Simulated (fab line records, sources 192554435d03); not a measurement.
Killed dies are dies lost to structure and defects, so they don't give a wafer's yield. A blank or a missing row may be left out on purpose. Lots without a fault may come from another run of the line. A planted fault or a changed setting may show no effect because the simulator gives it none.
fab line records | flow n5_finfet
record lots=7 wafers=39
route steps=1938 shown DUMMY_GATE@220 SD_ACTIVATION@331 HKMG_FIN@435 MOL_CONTACT_COAG@531
start_h: hours from the record's first day to the start of the lot's first wafer shown | wait_h: hours since the lot's step before | " the same as in the row above | L1.1+2: a row that stands for several wafers | - no value, or no start given | * or withheld: withheld | < > ~ a bound
route shown NAME@n: a module of which the file shows steps, and the number in the route of the first | usual: mean/standard deviation of fault-free wafers | same: alike in all rows | chamber/n: place in a boat | sites: the reading at each site | _std_site: their standard deviation | _edge_site: outer sites' mean less inner sites' | radius_mm: how far each site lies from the wafer's centre | mask NAME#n: copy n | behind: the tool/chamber that last shaped the wafer | hold: why the lot was held/for how many hours/how that ended | device: the transistor (n, p or np) that didn't switch | end of line: the same wafers' tests at the end of the route | a step without rows: its recipe alone | killed: dies lost to structure and defects at the first sort, not the wafer's yield | map: a wafer's dies, x killed, . not, _ none there
set.NAME: the setting as run; set.NAME@STEP: as run at that earlier step | model.NAME: the simulator's own value behind a step, which no gauge read
lots whose settings were changed on purpose; a table a step, a row a wafer
## steps
# step N5_DUMMY_GATE_HM_DEP_06
# recipe material=SiNx target_thk_a=800 precursor=DCS/NH3 temp_c=700 pressure_mtorr=300 time_s=5141
# columns lot.wafer tool chamber start_h wait_h set.target_thk_a model.SiNx_of_DUMMY_GATE_HM_DEP_06.thk_nm
L076.1 - - - 0.0 742.4 73
L076.2 " - " " 742.4 74
L076.3 " - " " 742.4 73.2
L076.4+6 " - " " 742.4 73.6
L076.5 " - " " 742.4 73.8
L078.1 - - - 0.0 800 80.6
L078.2+6 " - " " 800 80.4
L078.3 " - " " 800 81
L078.4 " - " " 800 80
L078.5 " - " " 800 80.8
L079.1 - - - 0.0 800 80
L079.2+5 " - " " 800 79.8
L079.3 " - " " 800 79.4
L079.4 " - " " 800 79.2
L079.6 " - " " 800 79.6
L084.2+4 lpcvd-01 1/20,1/29 103.85 0.0 800 80
L084.3 " 1/25 " " 800 79.8
L087.1+4 - - - 0.0 800 80
L087.2+3 " - " " 800 79.6
L087.5 " - " " 800 80.4
L087.6 " - " " 800 79.8
L091.1+5 - - - 0.0 735 74.2
L091.2 " - " " 735 74.4
L091.3 " - " " 735 74.6
L091.4 " - " " 735 73.4
L091.6 " - " " 735 74
L094.1 - - - 0.0 800 80
L094.2 " - " " 800 80.4
L094.3 " - " " 800 79.8
L094.4 " - " " 800 80.6
L094.5+6 " - " " 800 79.6
# step N5_DUMMY_GATE_EXPOSE_12
# recipe mask_id=GATE na=0.33 source_shape=annular sigma_inner=0.2 sigma_outer=0.6 polarization=unpolarized target_cd_nm=25 dose_mj=34
# columns lot.wafer tool chamber start_h wait_h mask set.dose_mj
L076.1+2+3+4+5+6 euv_scanner-01 0 58.97 - GATE#0 34
L078.1+3+5 euv_scanner-02 0 70.41 - GATE#0 34.99
L078.2+4+6 " 0 " " GATE#0 34
L079.1+4+6 euv_scanner-01 0 76.10 - GATE#0 33.25
L079.2+3+5 " 0 " " GATE#0 34
L084.2+3+4 euv_scanner-02 0 110.07 - GATE#0 34
L087.1+5+6 euv_scanner-01 0 125.12 - GATE#0 31.97
L087.2+3+4 " 0 " " GATE#0 34
L091.1+3+6 euv_scanner-01 0 147.06 - GATE#0 34
L091.2+4+5 " 0 " " GATE#0 36.69
L094.1+2+3+4+5+6 euv_scanner-02 0 165.98 - GATE#0 34
# step N5_DUMMY_GATE_PEB_13
# recipe peb_temp_c=100 peb_time_s=60 resist=CAR-EUV
# step N5_DUMMY_GATE_DEVELOP_14
# recipe develop_time_s=30 developer=TMAH resist=CAR-EUV rinse_liquid=surfactant_rinse dry=air_spin dev_temp_c=23
# step N5_DUMMY_GATE_CD_MEAS_15
# recipe target_cd_nm=25.8 landing_energy_ev=500 detector=se_inlens
# usual cd_nm=25.00/0.29
# columns lot.wafer tool chamber start_h wait_h set.dose_mj@DUMMY_GATE_EXPOSE_12 cd_nm
L076.1 cd_sem-02 0 59.10 - 34 25.08
L076.2 " 0 " " 34 25.20
L076.3 " 0 " " 34 25.44
L076.4 " 0 " " 34 25.69
L076.5 " 0 " " 34 25.23
L076.6 " 0 " " 34 25.00
L078.1 cd_sem-02 0 70.54 - 34.99 24.66
L078.2 " 0 " " 34 25.33
L078.3 " 0 " " 34.99 24.53
L078.4 " 0 " " 34 24.73
L078.5 " 0 " " 34.99 24.17
L078.6 " 0 " " 34 24.80
L079.1 cd_sem-01 0 76.22 - 33.25 25.63
L079.2 " 0 " " 34 24.64
L079.3 " 0 " " 34 24.69
L079.4 " 0 " " 33.25 24.91
L079.5 " 0 " " 34 24.74
L079.6 " 0 " " 33.25 25.07
L084.2 cd_sem-02 0 110.19 - 34 25.05
L084.3 " 0 " " 34 24.92
L084.4 " 0 " " 34 25.15
L087.1 cd_sem-03 0 125.24 - 31.97 26.34
L087.2 " 0 " " 34 25.05
L087.3 " 0 " " 34 24.46
L087.4 " 0 " " 34 24.95
L087.5 " 0 " " 31.97 26.28
L087.6 " 0 " " 31.97 25.83
L091.1 cd_sem-01 0 147.19 - 34 24.98
L091.2 " 0 " " 36.69 24.16
L091.3 " 0 " " 34 24.82
L091.4 " 0 " " 36.69 23.63
L091.5 " 0 " " 36.69 23.63
L091.6 " 0 " " 34 24.97
L094.1 cd_sem-01 0 166.11 - 34 25.37
L094.2 " 0 " " 34 25.74
L094.3 " 0 " " 34 25.62
L094.4 " 0 " " 34 25.48
L094.5 " 0 " " 34 25.34
L094.6 " 0 " " 34 25.36
# step N5_SD_ACTIVATION_LSA_01
# recipe temp_c=1080 time_s=0.0008 ambient=N2
# usual wafer_temp_C_max=1086.9/2.7
# columns lot.wafer tool chamber start_h wait_h set.temp_c wafer_temp_C_max
L076.1 laser_anneal-01 0 72.03 0.2 1080 1089.3
L076.2 " 0 " " 1096 1104.8
L076.3 " 0 " " 1096 1104.4
L076.4 " 0 " " 1080 1088.4
L076.5 " 0 " " 1096 1106.3
L076.6 " 0 " " 1080 1090.6
L078.1 laser_anneal-01 0 81.88 0.2 1080 1090.5
L078.2 " 0 " " 1080 1088.8
L078.3 " 0 " " 1073 1082.3
L078.4 " 0 " " 1080 1088.4
L078.5 " 0 " " 1073 1081.5
L078.6 " 0 " " 1073 1084.6
L079.1 laser_anneal-02 0 87.73 0.2 1080 1084.3
L079.2 " 0 " " 1080 1083.5
L079.3 " 0 " " 1080 1086.0
L079.4 " 0 " " 1080 1083.4
L079.5 " 0 " " 1080 1086.9
L079.6 " 0 " " 1080 1084.7
L084.2 laser_anneal-01 0 123.50 0.2 1080 1089.0
L084.3 " 0 " " 1080 1090.5
L084.4 " 0 " " 1080 1089.3
L087.1 laser_anneal-02 0 137.14 0.2 1091 1095.0
L087.2 " 0 " " 1080 1084.9
L087.3 " 0 " " 1080 1084.7
L087.4 " 0 " " 1091 1097.0
L087.5 " 0 " " 1080 1085.2
L087.6 " 0 " " 1091 1095.7
L091.1 laser_anneal-02 0 158.92 0.2 1080 1083.6
L091.2 " 0 " " 1072 1077.1
L091.3 " 0 " " 1072 1075.0
L091.4 " 0 " " 1080 1086.0
L091.5 " 0 " " 1072 1079.5
L091.6 " 0 " " 1080 1083.5
L094.1 laser_anneal-01 0 178.25 0.2 1074 1081.3
L094.2 " 0 " " 1080 1093.1
L094.3 " 0 " " 1074 1082.8
L094.4 " 0 " " 1080 1089.2
L094.5 " 0 " " 1080 1088.1
L094.6 " 0 " " 1074 1081.4
# step N5_HKMG_FIN_ETCH_32
# recipe chemistry=N2/H2 target=SOC target_depth_a=2400 temp_c=40 time_s=300 ion_energy_ev=200 mask_material=SiARC pressure_mtorr=30 source_w=840 bias_w=150 n2_flow_sccm=200 h2_flow_sccm=200
# columns lot.wafer tool chamber start_h wait_h set.target_depth_a model.etch.depth_nm model.HKMG_FIN.feature_depth_nm
L076.1 rie_diel-04 2 88.59 0.0 2560 261.3 261.2
L076.2 " 1 " " 2400 234.8 234.8
L076.3 " 0 " " 2560 268 268
L076.4 " 1 " " 2400 233 233
L076.5 " 0 " " 2400 251 251
L076.6 " 2 " " 2560 260.7 260.8
L078.1 rie_diel-01 0 99.24 0.0 2400 239.4 239.4
L078.2 " 1 " " 2400 238 238
L078.3 " 2 " " 2400 243.7 243.6
L078.4 " 0 " " 2400 239.7 239.6
L078.5 " 2 " " 2400 245.5 245.4
L078.6 " 1 " " 2400 238.6 238.6
L079.1 rie_diel-04 3 105.34 0.0 2400 234.8 234.8
L079.2 " 1 " " 2561 248.3 248.2
L079.3 " 0 " " 2400 252.1 252
L079.4 " 1 " " 2400 234 234
L079.5 " 0 " " 2561 269 269
L079.6 " 3 " " 2561 252.9 252.8
L084.2 rie_diel-01 0 140.25 0.0 2400 239.4 239.4
L084.3 " 2 " " 2400 240.6 240.6
L084.4 " 1 " " 2400 239.2 239.2
L087.1 rie_diel-01 2 154.10 0.0 2260 226.5 226.4
L087.2 " 1 " " 2400 235 235
L087.3 " 0 " " 2400 239.5 239.6
L087.4 " 3 " " 2260 227 227
L087.5 " 2 " " 2260 226.4 226.4
L087.6 " 3 " " 2400 239.9 239.8
L091.1 rie_diel-01 3 176.32 0.0 2400 241.9 242
L091.2 " 2 " " 2500 253.2 253.2
L091.3 " 1 " " 2400 236.6 236.6
L091.4 " 0 " " 2500 252.5 252.6
L091.5 " 3 " " 2400 244.3 244.2
L091.6 " 2 " " 2500 253.1 253
L094.1 rie_diel-01 0 195.34 0.0 2695 269.6 269.6
L094.2 " 3 " " 2695 271.5 271.4
L094.3 " 1 " " 2400 238.4 238.4
L094.4 " 2 " " 2400 242.1 242
L094.5 " 0 " " 2400 239.3 239.2
L094.6 " 1 " " 2695 268.7 268.6
# step N5_MOL_CONTACT_COAG_ETCH_105
# recipe chemistry=CF4 target=SiARC target_depth_a=156 mask_material=CAR-EUV time_s=26 ion_energy_ev=80 pressure_mtorr=40 source_w=545 bias_w=36 Ar_flow_sccm=100 cf4_flow_sccm=100 ends=cleared
# usual rf_vpp_V=183.9/1.2
# columns lot.wafer tool chamber start_h wait_h set.bias_w rf_vpp_V
L076.1 rie_diel-01 1 101.31 0.0 39.51 194.8
L076.2 " 0 " " 36 182.8
L076.3 " 2 " " 36 184.1
L076.4 " 1 " " 39.51 194.7
L076.5 " 2 " " 39.51 195.2
L076.6 " 0 " " 36 183.4
L078.1 rie_diel-04 1 111.32 0.0 36 184.9
L078.2 " 0 " " 36 183.2
L078.3 " 3 " " 36 185.6
L078.4 " 0 " " 36 182.8
L078.5 " 1 " " 36 183.7
L078.6 " 3 " " 36 182.9
L079.1 rie_diel-02 1 117.73 0.0 36 182.9
L079.2 " 0 " " 36 181.8
L079.3 " 2 " " 40.16 199.3
L079.4 " 3 " " 36 183.9
L079.5 " 1 " " 40.16 197.9
L079.6 " 2 " " 40.16 199.4
L084.2 rie_diel-01 1 152.21 0.0 36 181.4
L084.3 " 0 " " 36 183.5
L084.4 " 3 " " 36 182.5
L087.1 rie_diel-04 2 166.25 0.0 36 185.5
L087.2 " 0 " " 36 183.6
L087.3 " 1 " " 36 182.6
L087.4 " 3 " " 36 184.3
L087.5 " 3 " " 36 186.1
L087.6 " 0 " " 36 182.9
L091.1 rie_diel-04 2 189.57 0.0 30.45 165.7
L091.2 " 0 " " 30.45 164.4
L091.3 " 3 " " 36 183.5
L091.4 " 1 " " 30.45 165.4
L091.5 " 2 " " 36 185.0
L091.6 " 3 " " 36 183.5
L094.1 rie_diel-02 0 208.45 0.0 33.15 175.1
L094.2 " 1 " " 36 183.7
L094.3 " 3 " " 36 185.1
L094.4 " 2 " " 33.15 175.1
L094.5 " 1 " " 36 185.2
L094.6 " 2 " " 33.15 176.1
# step N5_MOL_CONTACT_COAG_ETCH_67
# recipe chemistry=N2/H2 target=SOC target_depth_a=600 overetch_a=210 mask_material=SiARC temp_c=40 time_s=101.2 ion_energy_ev=200 pressure_mtorr=30 source_w=840 bias_w=150 n2_flow_sccm=200 h2_flow_sccm=200
# usual rf_vpp_V=523.5/2.6
# columns lot.wafer tool chamber start_h wait_h set.source_w rf_vpp_V
L076.1 rie_diel-02 2 114.36 0.0 719.3 553.3
L076.2 " 0 " " 719.3 550.0
L076.3 " 3 " " 840 524.6
L076.4 " 1 " " 840 524.0
L076.5 " 3 " " 719.3 552.1
L076.6 " 2 " " 840 528.2
L078.1 rie_diel-04 1 121.77 0.0 840 523.0
L078.2 " 3 " " 840 526.8
L078.3 " 0 " " 840 520.2
L078.4 " 3 " " 840 527.4
L078.5 " 1 " " 840 522.9
L078.6 " 0 " " 840 519.7
L079.1 rie_diel-04 2 132.28 0.0 695.2 559.8
L079.2 " 0 " " 840 520.0
L079.3 " 3 " " 695.2 561.0
L079.4 " 1 " " 840 523.2
L079.5 " 1 " " 840 523.9
L079.6 " 2 " " 695.2 559.1
L084.2 rie_diel-04 3 167.84 0.0 840 526.6
L084.3 " 0 " " 840 519.3
L084.4 " 2 " " 840 525.5
L087.1 rie_diel-02 0 177.51 0.0 840 520.6
L087.2 " 1 " " 840 523.8
L087.3 " 2 " " 840 526.8
L087.4 " 3 " " 840 526.8
L087.5 " 2 " " 840 528.4
L087.6 " 3 " " 840 524.6
L091.1 rie_diel-01 3 202.93 0.0 840 520.5
L091.2 " 0 " " 840 520.2
L091.3 " 2 " " 948.7 501.8
L091.4 " 1 " " 948.7 499.8
L091.5 " 3 " " 948.7 500.3
L091.6 " 2 " " 840 523.8
L094.1 rie_diel-02 3 221.46 0.0 840 524.7
L094.2 " 0 " " 840 522.0
L094.3 " 2 " " 840 526.3
L094.4 " 1 " " 919.1 510.0
L094.5 " 1 " " 919.1 509.8
L094.6 " 2 " " 919.1 511.3
## key
split step=N5_DUMMY_GATE_HM_DEP_06 setting=target_thk_a stated=800 by=lot
response step=N5_DUMMY_GATE_HM_DEP_06 reading=model.SiNx_of_DUMMY_GATE_HM_DEP_06.thk_nm change=+0.798 per=1% r=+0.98
split step=N5_DUMMY_GATE_EXPOSE_12 setting=dose_mj stated=34 by=wafer
response step=N5_DUMMY_GATE_CD_MEAS_15 reading=cd_nm change=-0.173 per=1% r=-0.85
split step=N5_SD_ACTIVATION_LSA_01 setting=temp_c stated=1080 by=wafer
response step=N5_SD_ACTIVATION_LSA_01 reading=wafer_temp_C_max change=* per=1% r=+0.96
split step=N5_HKMG_FIN_ETCH_32 setting=target_depth_a stated=2400 by=wafer
response step=N5_HKMG_FIN_ETCH_32 reading=model.etch.depth_nm change=+2.58 per=1% r=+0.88
response step=N5_HKMG_FIN_ETCH_32 reading=model.HKMG_FIN.feature_depth_nm change=+2.58 per=1% r=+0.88
split step=N5_MOL_CONTACT_COAG_ETCH_105 setting=bias_w stated=36 by=wafer
response step=N5_MOL_CONTACT_COAG_ETCH_105 reading=rf_vpp_V change=+1.25 per=1% r=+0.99
split step=N5_MOL_CONTACT_COAG_ETCH_67 setting=source_w stated=840 by=wafer
response step=N5_MOL_CONTACT_COAG_ETCH_67 reading=rf_vpp_V change=-1.88 per=1% r=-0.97
